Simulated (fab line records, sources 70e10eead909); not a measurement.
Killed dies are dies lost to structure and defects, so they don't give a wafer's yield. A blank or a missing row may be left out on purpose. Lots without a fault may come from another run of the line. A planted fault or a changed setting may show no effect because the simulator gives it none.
A struck lot beside a sound one | flow nand_harc | 26 steps out of a route of 1302
Sound: wafers L596.2, L596.4, L596.6. Struck: wafers L600.2, L600.3, L600.5. The cause comes at the end.
At each step with rows: each side's tool, then ch and its chambers, then its first start. Under that, the readings that differ: sound wafers | struck wafers | difference of the means | sigmas: that difference in standard deviations of wafers without a fault.
alike: readings whose means differ by less than 2 such deviations, and words and numbers that are the same on both sides. not compared: withheld readings, readings that some wafer has no value for, bounds like >300 that may hide the same value, and numbers for which the record gives no deviation and whose values overlap.
The two part at a step that has a row with sigmas, a row that says differs or no value, or rows on one side only. Numbers that don't overlap but have no deviation are shown without sigmas and don't part them. A reading that every wafer of one side lacks parts them only if that side has two wafers or more.

first, 1 step without rows for these wafers: NHARC_P_CONTACT_DEP_30 (deposits SiNx, target thk 30 nm).
NHARC_P_CONTACT_DEP_00: deposits SiO2, target thk 500 nm.
  sound on pecvd-02 ch 0,1; struck on pecvd-02 ch 0,1
  alike: chamber_pressure_Torr, heater_power_w, mfc_precursor_sccm, throttle_valve_pct
NHARC_P_CONTACT_CMP_01: polishes SiO2, target thk 200 nm.
  sound on cmp-03 ch 0,1,2, day 6 12:20; struck on cmp-02 ch 2,3, day 8 11:44
  alike: motor_current_A
then, 8 steps without rows for these wafers: NHARC_P_CONTACT_SRD_03; NHARC_P_CONTACT_DEHYDRATE_04 (time 120 s); NHARC_P_CONTACT_HMDS_05 (time 30 s); NHARC_P_CONTACT_COAT_33 (time 75 s); NHARC_P_CONTACT_COAT_34 (time 65 s); NHARC_P_CONTACT_COAT_06 (resist thk 90 nm); NHARC_P_CONTACT_SOFTBAKE_07 (time 55 s); NHARC_P_CONTACT_EBR_08.
NHARC_P_CONTACT_EXPOSE_09: exposes mask P CA, target cd 90 nm.
  sound on arfi_scanner-01 ch 0, day 6 12:55; struck on arfi_scanner-01 ch 0, day 8 12:19
  reading | sound                | struck                        | difference | sigmas
  mask    | P_CA#0 P_CA#0 P_CA#0 | P_CA_R1#0 P_CA_R1#0 P_CA_R1#0 | differs    |
  alike: stage_vel_mm_s
then, 2 steps without rows for these wafers: NHARC_P_CONTACT_PEB_10 (peb time 65 s); NHARC_P_CONTACT_DEVELOP_11 (develop time 35 s).
NHARC_P_CONTACT_CD_MEAS_12: target cd 90 nm.
  sound on cd_sem-02 ch 0, day 6 13:03; struck on cd_sem-03 ch 0, day 8 12:27
  reading    | sound          | struck         | difference | sigmas
  cd_nm (nm) | 90.5 89.9 90.2 | 85.6 86.2 86.7 | -4.0       | -6
NHARC_P_CONTACT_OVL_MEAS_13:
  sound on overlay-02, day 6 13:08; struck on overlay-01, day 8 12:32
  alike: overlay_x_nm, overlay_y_nm
NHARC_P_CONTACT_INSPECT_14:
  sound on defect_inspect-02, day 6 13:10; struck on defect_inspect-01, day 8 12:34
  alike: raw_defect_count
NHARC_P_CONTACT_DESCUM_17: chemistry O2, time 3 s.
  sound on rie_diel-12 ch 0,2, day 6 13:14; struck on rie_diel-13 ch 0,2, day 8 12:38
  reading                    | sound             | struck            | difference | sigmas
  model.P_CONTACT.cd_nm (nm) | 90.42 90.28 90.36 | 85.23 85.48 86.38 | -4.66      |
  alike: drypump_motor_current_A, o2_flow_sccm, oes_product_au, rf_vpp_V, showerhead_plenum_p_Torr, throttle_valve_pct
  not compared: rf_hours_counter_h
then, 1 step without rows for these wafers: NHARC_P_CONTACT_ETCH_35 (etches the open film in CF4, target depth 39 nm, time 65 s).
NHARC_P_CONTACT_ETCH_36: etches the open film in N2/H2, target depth 260 nm, time 406.25 s.
  sound on rie_diel-12 ch 1,2,3; struck on rie_diel-13 ch 0,1,3
  alike: drypump_motor_current_A, oes_product_au, rf_vpp_V, showerhead_plenum_p_Torr, throttle_valve_pct
  not compared: rf_hours_counter_h
NHARC_P_CONTACT_ETCH_18: etches the open film in C4F8/O2/Ar, target depth 481 nm, time 240.5 s.
  sound on rie_diel-12 ch 0,2,3; struck on rie_diel-13 ch 2,3
  alike: oes_product_au, rf_vpp_V
  not compared: rf_hours_counter_h
then, 1 step without rows for these wafers: NHARC_P_CONTACT_STRIP_37 (strips in C4F8/O2/Ar).
NHARC_P_CONTACT_ETCH_31: etches the open film in CH3F/O2, target depth 30 nm, time 85.7 s.
  sound on rie_diel-12 ch 0,1,3; struck on rie_diel-13 ch 0,2
  reading                    | sound             | struck            | difference | sigmas
  model.P_CONTACT.cd_nm (nm) | 90.01 89.74 91.87 | 83.13 86.86 84.12 | -5.84      |
  alike: drypump_motor_current_A, o2_flow_sccm, oes_product_au, rf_vpp_V, showerhead_plenum_p_Torr, throttle_valve_pct
  not compared: rf_hours_counter_h
NHARC_P_CONTACT_CD_MEAS_19:
  sound on cd_sem-02, day 6 14:10; struck on cd_sem-03, day 8 13:31
  reading    | sound          | struck         | difference | sigmas
  cd_nm (nm) | 90.1 89.7 91.8 | 83.2 86.8 84.2 | -5.8       | -3
NHARC_P_CONTACT_STRIP_28: strips in O2.
  sound on rie_diel-12 ch 1,2,3, day 6 14:16; struck on rie_diel-12 ch 2,3, day 8 13:35
  alike: drypump_motor_current_A, o2_flow_sccm, oes_product_au, rf_vpp_V, showerhead_plenum_p_Torr, throttle_valve_pct
  not compared: rf_hours_counter_h
-- the record jumps here: 19 days lie between the struck wafers' starts before and after (it left off in module P_CONTACT and takes up again in module END, whose first step shown is number 1302 of the route) --
NHARC_END_SORT_01:
  the record has rows for the struck wafers here (prober-02 ch 0, day 27 08:55) and none for the sound ones

WHERE THEY PART
First at NHARC_P_CONTACT_EXPOSE_09; last, within this record, at NHARC_END_SORT_01.

WHY: what the simulator had put in
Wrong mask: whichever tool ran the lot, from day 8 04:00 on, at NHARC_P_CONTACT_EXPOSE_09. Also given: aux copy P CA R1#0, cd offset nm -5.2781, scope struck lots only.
